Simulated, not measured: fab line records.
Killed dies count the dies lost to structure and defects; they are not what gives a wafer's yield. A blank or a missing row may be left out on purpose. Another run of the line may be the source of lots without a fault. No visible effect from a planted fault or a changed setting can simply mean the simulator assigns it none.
A lot that was struck, set against a sound lot -- flow nandHarc -- 15 out of 1302 route steps
Sound: wafers L320.2, L320.4, L320.5. Wafers struck: L331.2, L331.3, L331.4. At the end, the cause is stated.
For every step that has rows: the tool of each side, followed by ch and its chambers, followed by its first start. Under that, the readings that differ: sound wafers -- struck wafers -- difference of the means -- sigmas: that difference in standard deviations of wafers without a fault.
alike: readings whose means differ by less than 2 such deviations, and words and numbers that are the same on both sides. not compared: withheld readings, readings that some wafer has no value for, bounds like >300 that may hide the same value, and numbers for which the record gives no deviation and whose values overlap.
A row with sigmas, a row that says differs or no value, or rows on one side alone: a step with any of these is where the two part. Numbers that have no deviation but don't overlap get no sigmas and don't part them. A reading that every wafer of one side lacks parts them only if that side has two wafers or more.

NHARC_A_CHANNEL_HOLE_D1_ETCH_44: etches the open film in CF4/O2, target depth 140 nm, overetch 14 nm, time 77 s.
  sound on rieDiel-13 ch 1,3, day 8 21:47; struck on rieDiel-09 ch 1,2,3, day 13 12:58
  alike: drypumpMotorCurrentA, mfcArSccm, oesProductAu, rfVppV, showerheadPlenumPTorr, throttleValvePct
  not compared: rfHoursCounterH
NHARC_A_CHANNEL_HOLE_D1_STRIP_27: strips in O2.
  sound: rieDiel-13 ch 1,2; struck: rieDiel-09 ch 0,1,2
  alike: drypumpMotorCurrentA, mfcArSccm, oesProductAu, rfVppV, showerheadPlenumPTorr, throttleValvePct
  not compared: rfHoursCounterH
then, 2 steps without rows for these wafers: NHARC_A_CHANNEL_HOLE_D1_PRECLEAN_28 (cleans in SC1); NHARC_A_CHANNEL_HOLE_D1_SRD_29.
NHARC_A_CHANNEL_HOLE_D1_CD_MEAS_30:
  sound: cdSem-03 at day 8 22:35; struck: cdSem-03 at day 13 13:46
  alike: cdNm
NHARC_A_CHANNEL_HOLE_D1_XSEM_31:
  sound on xsem-01 ch 0, day 8 22:40; struck on xsem-01 ch 0, day 13 13:52
  alike: botCdNm, bowNm, tiltDeg
NHARC_A_CHANNEL_HOLE_D1_INSPECT_40:
  sound: defectInspect-01 at day 8 22:46; struck: defectInspect-01 at day 13 13:58
  alike: rawDefectCount
then, 3 steps without rows for these wafers: NHARC_A_CHANNEL_FILL_D1_PRECLEAN_00 (cleans in SC1); NHARC_A_CHANNEL_FILL_D1_SRD_01; NHARC_A_CHANNEL_FILL_D1_ALD_02 (deposits SiO2, target thk 6 nm, pulse time 10 s, ald cycles 60).
NHARC_A_CHANNEL_FILL_D1_ALD_03: deposits SiNx, target thk 6 nm, pulse time 60 s, ald cycles 58.
  sound: aldSinBatch-03 ch 0; struck: aldSinBatch-03 ch 0
reading,sound,struck,difference,sigmas
precursorPulseHeightRel,1.030 1.014 1.032,0.995 0.994 0.957,-0.043,-2
  alike: aldCycles
NHARC_A_CHANNEL_FILL_D1_ALD_14: deposits SiO2, target thk 2.5 nm, pulse time 10 s, ald cycles 25.
  sound on aldHk-03 ch 0,2,3, day 9 06:31; struck on aldHk-03 ch 1,2,3, day 13 21:09
  alike: aldCycles, heaterPowerW, precursorPulseHeightRel
NHARC_A_CHANNEL_FILL_D1_ALD_15: deposits SiNx, target thk 2 nm, pulse time 60 s, ald cycles 19.
  sound on aldSinBatch-02 ch 0, day 9 09:34; struck on aldSinBatch-02 ch 0, day 14 00:16
reading,sound,struck,difference,sigmas
aldCycles,19 19 19,21 21 21,+2,
  alike: precursorPulseHeightRel
then, 1 step without rows for these wafers: NHARC_A_CHANNEL_FILL_D1_ALD_16 (deposits SiO2, target thk 1.5 nm, pulse time 10 s, ald cycles 15).
-- the record jumps here: 15 days lie between the struck wafers' starts before and after (it left off in module A_CHANNEL_FILL_D1 and takes up again in module END, whose first step shown is number 1302 of the route) --
NHARC_END_SORT_01:
  sound on prober-02 ch 0, day 24 21:56; struck on prober-01 ch 0, day 29 00:49
reading,sound,struck,difference,sigmas
killedAtArray,77 70 90,37,-42,-2
killedDies,77 71 91,39,-41,-3
  alike: killedAtOther, killedAtPeriphery, killedOpen, killedShort

## WHERE THEY PART
Earliest at NHARC_A_CHANNEL_FILL_D1_ALD_03; latest, in this record, at NHARC_END_SORT_01.

WHY: what the simulator had put in
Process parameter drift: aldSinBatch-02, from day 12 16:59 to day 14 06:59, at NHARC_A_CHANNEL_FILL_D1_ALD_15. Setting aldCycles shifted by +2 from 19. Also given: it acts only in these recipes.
